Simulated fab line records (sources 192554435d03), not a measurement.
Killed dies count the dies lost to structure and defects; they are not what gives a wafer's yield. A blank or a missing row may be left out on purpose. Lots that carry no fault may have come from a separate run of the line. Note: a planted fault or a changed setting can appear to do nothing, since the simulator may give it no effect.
Lot-split experiment / flow n5_finfet / 39 wafers read from 7 lots, route of 1938 steps

## SPLIT DETAILS
At N5_FIN_SAQP_SPACER1_ALD_24 (deposits SiO2, target thk 20.3 nm, pulse time 1 s, purge time 2 s), the setting ald_cycles was moved away from the recipe's 218 on 12 of the 39 wafers read, by -13.3% to +15.1%. The other wafers ran this setting at the recipe's value.

## FROM THE SPLIT TO THE READING: what the file shows between them, 2 steps
- N5_FIN_SAQP_SPACER1_ETCHBACK_25: etches SiO2 in CHF3/O2, target depth 24.4 nm, time 12.2 s
- N5_FIN_SAQP_MANDREL1_REMOVE_56: chemistry HBr/Cl2/O2, target a-Si, stops on SiNx, bt time 10 s

## THE READING
cd_nm (nm) at N5_FIN_SAQP_CD_MEAS_27, where the cd target is 20 nm. A value of 20.31 nm with a standard deviation of 0.24 nm is what fault-free wafers of this fab line usually give.

wafer=L074.1; tool, chamber at the split=ald_sin-01, 1,0; ald_cycles as run=218; against the recipe=recipe; cd_nm, nm=20.39; against lot-mates on the recipe=-
wafer=L074.2; tool, chamber at the split=ald_sin-01, 3; ald_cycles as run=189; against the recipe=-13.3%; cd_nm, nm=17.94; against lot-mates on the recipe=-2.30
wafer=L074.3; tool, chamber at the split=ald_sin-01, 1,0; ald_cycles as run=218; against the recipe=recipe; cd_nm, nm=19.95; against lot-mates on the recipe=-
wafer=L074.4; tool, chamber at the split=ald_sin-01, 2; ald_cycles as run=218; against the recipe=recipe; cd_nm, nm=20.37; against lot-mates on the recipe=-
wafer=L074.5; tool, chamber at the split=ald_sin-01, 3; ald_cycles as run=189; against the recipe=-13.3%; cd_nm, nm=17.94; against lot-mates on the recipe=-2.30
wafer=L074.6; tool, chamber at the split=ald_sin-01, 0; ald_cycles as run=189; against the recipe=-13.3%; cd_nm, nm=17.28; against lot-mates on the recipe=-2.96
wafer=L079.1; tool, chamber at the split=ald_sin-03, 1,3,3; ald_cycles as run=218; against the recipe=recipe; cd_nm, nm=20.83; against lot-mates on the recipe=-
wafer=L079.3; tool, chamber at the split=ald_sin-03, 1,3,3; ald_cycles as run=218; against the recipe=recipe; cd_nm, nm=20.22; against lot-mates on the recipe=-
wafer=L079.6; tool, chamber at the split=ald_sin-03, 1,3,3; ald_cycles as run=218; against the recipe=recipe; cd_nm, nm=20.11; against lot-mates on the recipe=-
wafer=L080.1; tool, chamber at the split=ald_sin-03, 1,2; ald_cycles as run=218; against the recipe=recipe; cd_nm, nm=20.27; against lot-mates on the recipe=-
wafer=L080.2; tool, chamber at the split=ald_sin-03, 3,0,2,3; ald_cycles as run=218; against the recipe=recipe; cd_nm, nm=19.87; against lot-mates on the recipe=-
wafer=L080.3; tool, chamber at the split=ald_sin-03, 3,0,2,3; ald_cycles as run=218; against the recipe=recipe; cd_nm, nm=20.42; against lot-mates on the recipe=-
wafer=L080.4; tool, chamber at the split=ald_sin-03, 1,2; ald_cycles as run=218; against the recipe=recipe; cd_nm, nm=20.66; against lot-mates on the recipe=-
wafer=L080.5; tool, chamber at the split=ald_sin-03, 3,0,2,3; ald_cycles as run=218; against the recipe=recipe; cd_nm, nm=20.13; against lot-mates on the recipe=-
wafer=L080.6; tool, chamber at the split=ald_sin-03, 3,0,2,3; ald_cycles as run=218; against the recipe=recipe; cd_nm, nm=20.07; against lot-mates on the recipe=-
wafer=L081.1; tool, chamber at the split=ald_sin-03, 2; ald_cycles as run=251; against the recipe=+15.1%; cd_nm, nm=23.50; against lot-mates on the recipe=+3.08
wafer=L081.2; tool, chamber at the split=ald_sin-03, 0,1; ald_cycles as run=218; against the recipe=recipe; cd_nm, nm=20.72; against lot-mates on the recipe=-
wafer=L081.3; tool, chamber at the split=ald_sin-03, 3; ald_cycles as run=218; against the recipe=recipe; cd_nm, nm=20.16; against lot-mates on the recipe=-
wafer=L081.4; tool, chamber at the split=ald_sin-03, 1; ald_cycles as run=251; against the recipe=+15.1%; cd_nm, nm=22.79; against lot-mates on the recipe=+2.37
wafer=L081.5; tool, chamber at the split=ald_sin-03, 2; ald_cycles as run=251; against the recipe=+15.1%; cd_nm, nm=23.04; against lot-mates on the recipe=+2.62
wafer=L081.6; tool, chamber at the split=ald_sin-03, 0,1; ald_cycles as run=218; against the recipe=recipe; cd_nm, nm=20.39; against lot-mates on the recipe=-
wafer=L082.1; tool, chamber at the split=ald_sin-04, 0,3; ald_cycles as run=200; against the recipe=-8.3%; cd_nm, nm=19.01; against lot-mates on the recipe=-1.56
wafer=L082.2; tool, chamber at the split=ald_sin-04, 1,2; ald_cycles as run=218; against the recipe=recipe; cd_nm, nm=20.80; against lot-mates on the recipe=-
wafer=L082.3; tool, chamber at the split=ald_sin-04, 2; ald_cycles as run=200; against the recipe=-8.3%; cd_nm, nm=18.95; against lot-mates on the recipe=-1.62
wafer=L082.4; tool, chamber at the split=ald_sin-04, 3; ald_cycles as run=218; against the recipe=recipe; cd_nm, nm=20.42; against lot-mates on the recipe=-
wafer=L082.5; tool, chamber at the split=ald_sin-04, 1,2; ald_cycles as run=218; against the recipe=recipe; cd_nm, nm=20.49; against lot-mates on the recipe=-
wafer=L082.6; tool, chamber at the split=ald_sin-04, 0,3; ald_cycles as run=200; against the recipe=-8.3%; cd_nm, nm=18.80; against lot-mates on the recipe=-1.77
wafer=L084.1; tool, chamber at the split=ald_sin-04, 3,3,0; ald_cycles as run=218; against the recipe=recipe; cd_nm, nm=20.25; against lot-mates on the recipe=-
wafer=L084.2; tool, chamber at the split=ald_sin-04, 0,1,2; ald_cycles as run=218; against the recipe=recipe; cd_nm, nm=20.21; against lot-mates on the recipe=-
wafer=L084.3; tool, chamber at the split=ald_sin-04, 0,1,2; ald_cycles as run=218; against the recipe=recipe; cd_nm, nm=20.03; against lot-mates on the recipe=-
wafer=L084.4; tool, chamber at the split=ald_sin-04, 0,1,2; ald_cycles as run=218; against the recipe=recipe; cd_nm, nm=20.08; against lot-mates on the recipe=-
wafer=L084.5; tool, chamber at the split=ald_sin-04, 3,3,0; ald_cycles as run=218; against the recipe=recipe; cd_nm, nm=19.56; against lot-mates on the recipe=-
wafer=L084.6; tool, chamber at the split=ald_sin-04, 3,3,0; ald_cycles as run=218; against the recipe=recipe; cd_nm, nm=20.44; against lot-mates on the recipe=-
wafer=L091.1; tool, chamber at the split=ald_sin-01, 0; ald_cycles as run=218; against the recipe=recipe; cd_nm, nm=19.97; against lot-mates on the recipe=-
wafer=L091.2; tool, chamber at the split=ald_sin-01, 2; ald_cycles as run=250; against the recipe=+14.7%; cd_nm, nm=23.33; against lot-mates on the recipe=+3.02
wafer=L091.3; tool, chamber at the split=ald_sin-01, 1; ald_cycles as run=218; against the recipe=recipe; cd_nm, nm=20.36; against lot-mates on the recipe=-
wafer=L091.4; tool, chamber at the split=ald_sin-01, 3; ald_cycles as run=250; against the recipe=+14.7%; cd_nm, nm=23.36; against lot-mates on the recipe=+3.05
wafer=L091.5; tool, chamber at the split=ald_sin-01, 2; ald_cycles as run=250; against the recipe=+14.7%; cd_nm, nm=23.51; against lot-mates on the recipe=+3.20
wafer=L091.6; tool, chamber at the split=ald_sin-01, 1; ald_cycles as run=218; against the recipe=recipe; cd_nm, nm=20.61; against lot-mates on the recipe=-
When a row names more than one chamber, that row covers several wafers, and the file does not tell which wafer ran in which chamber.

THE FIT
A straight line over all 39 wafers: cd_nm changes by +0.194 nm for each +1% of ald_cycles; r = +0.98; the points scatter about the line by 0.3 nm.
The same after taking each lot's own level away (the mean of its wafers on the recipe; 39 wafers): +0.193 nm for each +1%; r = +0.98; scatter 0.27 nm.
On that fit, the largest move of ald_cycles shifts the reading by 2.9 nm.
The lots' own levels span 20.095 to 20.570 nm, that is 2.0 times the standard deviation above.
Hence the lot-to-lot level has little effect on the slope; both slopes agree.
Check: +2.9 nm against its lot-mates is what the line predicts for one of the wafers moved furthest among these (+15.1%) when that wafer is left out of the fit. Against them it came out at +3.08 nm.

## FURTHER SPLITS ON THESE WAFERS
Note: prior to the reading, these wafers also went through further splits. Each is held against what the fit with the lots' levels taken away leaves over:
other split on the same wafers=N5_FIN_SAQP_MANDREL_ETCH_22 icp_w; wafers away from the commonest value=18; r with cd_nm (lot level and that fit taken away)=+0.15

## THE WHOLE CHAIN: every reading that the file lists as answering this split, in the file's order
step=N5_FIN_SAQP_SPACER1_ALD_24; what it does=deposits SiO2, target thk 20.3 nm, pulse time 1 s, purge time 2 s; reading=SiO2_of_FIN_SAQP_SPACER1_ALD_24.thk_nm (the simulator's own value, which no gauge read); change (the file's fit)=+0.2 nm for each +1% of the setting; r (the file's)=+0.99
step=N5_FIN_SAQP_MANDREL1_REMOVE_56; what it does=chemistry HBr/Cl2/O2, target a-Si, stops on SiNx, bt time 10 s; reading=FIN_SAQP.cd_nm (the simulator's own value, which no gauge read); change (the file's fit)=+0.196 nm for each +1% of the setting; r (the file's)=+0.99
step=N5_FIN_SAQP_CD_MEAS_27; what it does=target cd 20 nm; reading=cd_nm; change (the file's fit)=+0.193 nm for each +1% of the setting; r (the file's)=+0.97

## THE FILE'S OWN FIT
cd_nm changes by +0.193 nm for each +1% of ald_cycles, r = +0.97.
